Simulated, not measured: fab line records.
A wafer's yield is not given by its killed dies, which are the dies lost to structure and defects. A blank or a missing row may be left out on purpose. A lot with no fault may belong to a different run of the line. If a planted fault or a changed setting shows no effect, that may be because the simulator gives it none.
Matching of chambers / flow n5 finfet / 4 sister chambers for N5_HKMG_FIN_ALD_79 on ald metal-04
The step deposits TiN, target thk 1.5 nm, pulse time 1 s, purge time 3 s. 16 wafers are shown with their chamber, then 8 later ones without.

## WAFERS PAIRED WITH THEIR CHAMBERS
wafer=L076.3; chamber=3; heater power w (W)=803; precursor pulse height rel=0.998; chamber pressure Torr (Torr)=3.002
wafer=L076.4; chamber=2; heater power w (W)=909; precursor pulse height rel=1.028; chamber pressure Torr (Torr)=2.994
wafer=L076.6; chamber=0; heater power w (W)=963; precursor pulse height rel=0.996; chamber pressure Torr (Torr)=2.997
wafer=L079.2; chamber=2; heater power w (W)=916; precursor pulse height rel=0.983; chamber pressure Torr (Torr)=3.008
wafer=L079.4; chamber=3; heater power w (W)=790; precursor pulse height rel=1.011; chamber pressure Torr (Torr)=2.997
wafer=L079.6; chamber=1; heater power w (W)=954; precursor pulse height rel=1.014; chamber pressure Torr (Torr)=2.998
wafer=L080.4; chamber=2; heater power w (W)=907; precursor pulse height rel=0.954; chamber pressure Torr (Torr)=2.995
wafer=L080.5; chamber=2; heater power w (W)=890; precursor pulse height rel=1.031; chamber pressure Torr (Torr)=2.997
wafer=L080.6; chamber=3; heater power w (W)=799; precursor pulse height rel=1.042; chamber pressure Torr (Torr)=3.004
wafer=L081.1; chamber=3; heater power w (W)=801; precursor pulse height rel=1.001; chamber pressure Torr (Torr)=2.992
wafer=L081.2; chamber=0; heater power w (W)=988; precursor pulse height rel=1.004; chamber pressure Torr (Torr)=3.001
wafer=L081.5; chamber=0; heater power w (W)=980; precursor pulse height rel=0.937; chamber pressure Torr (Torr)=3.007
wafer=L082.1; chamber=1; heater power w (W)=947; precursor pulse height rel=1.007; chamber pressure Torr (Torr)=3.000
wafer=L082.3; chamber=2; heater power w (W)=910; precursor pulse height rel=1.020; chamber pressure Torr (Torr)=3.004
wafer=L082.5; chamber=0; heater power w (W)=982; precursor pulse height rel=0.987; chamber pressure Torr (Torr)=3.002
wafer=L090.3; chamber=1; heater power w (W)=982; precursor pulse height rel=1.020; chamber pressure Torr (Torr)=3.001

SIGNATURES (means of the wafers above)
reading=heater power w; chamber 0=978.25; chamber 1=961.00; chamber 2=906.40; chamber 3=798.25; scatter within a chamber=11.2
reading=precursor pulse height rel; chamber 0=0.98100; chamber 1=1.01367; chamber 2=1.00320; chamber 3=1.01300; scatter within a chamber=0.0267
reading=chamber pressure Torr; chamber 0=3.00175; chamber 1=2.99967; chamber 2=2.99960; chamber 3=2.99875; scatter within a chamber=0.00493
Rule: distance of a wafer from a chamber = root of the sum over the readings of ((wafer's reading minus chamber's mean) / reading's scatter) squared. The wafer belongs to the nearest chamber; if the next one is less than 2 further off, it can't be placed. The scatter: the root of (the sum of the squares of (reading less its chamber's mean) over the shown wafers, divided by (wafers less chambers)).

## WAFERS WITHOUT THEIR CHAMBER
wafer=L090.5; heater power w (W)=978; precursor pulse height rel=1.021; chamber pressure Torr (Torr)=2.990
wafer=L090.6; heater power w (W)=902; precursor pulse height rel=0.983; chamber pressure Torr (Torr)=3.005
wafer=L095.1; heater power w (W)=884; precursor pulse height rel=0.976; chamber pressure Torr (Torr)=3.005
wafer=L095.4; heater power w (W)=944; precursor pulse height rel=1.042; chamber pressure Torr (Torr)=3.006
wafer=L095.5; heater power w (W)=981; precursor pulse height rel=0.961; chamber pressure Torr (Torr)=3.002
wafer=L096.1; heater power w (W)=818; precursor pulse height rel=1.010; chamber pressure Torr (Torr)=2.994
wafer=L096.2; heater power w (W)=957; precursor pulse height rel=0.961; chamber pressure Torr (Torr)=3.009
wafer=L096.3; heater power w (W)=908; precursor pulse height rel=1.000; chamber pressure Torr (Torr)=3.005

## EACH ONE'S CHAMBER
wafer=L090.5; from the rows above=can't be placed: 1 or 0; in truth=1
wafer=L090.6; from the rows above=2; in truth=2
wafer=L095.1; from the rows above=2; in truth=2
wafer=L095.4; from the rows above=can't be placed: 1 or 2 or 0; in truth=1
wafer=L095.5; from the rows above=can't be placed: 0 or 1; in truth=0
wafer=L096.1; from the rows above=3; in truth=3
wafer=L096.2; from the rows above=can't be placed: 0 or 1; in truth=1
wafer=L096.3; from the rows above=2; in truth=2
Placed correctly: 4 of 8. Can't be placed from these rows: 4 (the true chamber is among the candidates in 4). Placed wrongly: 0.
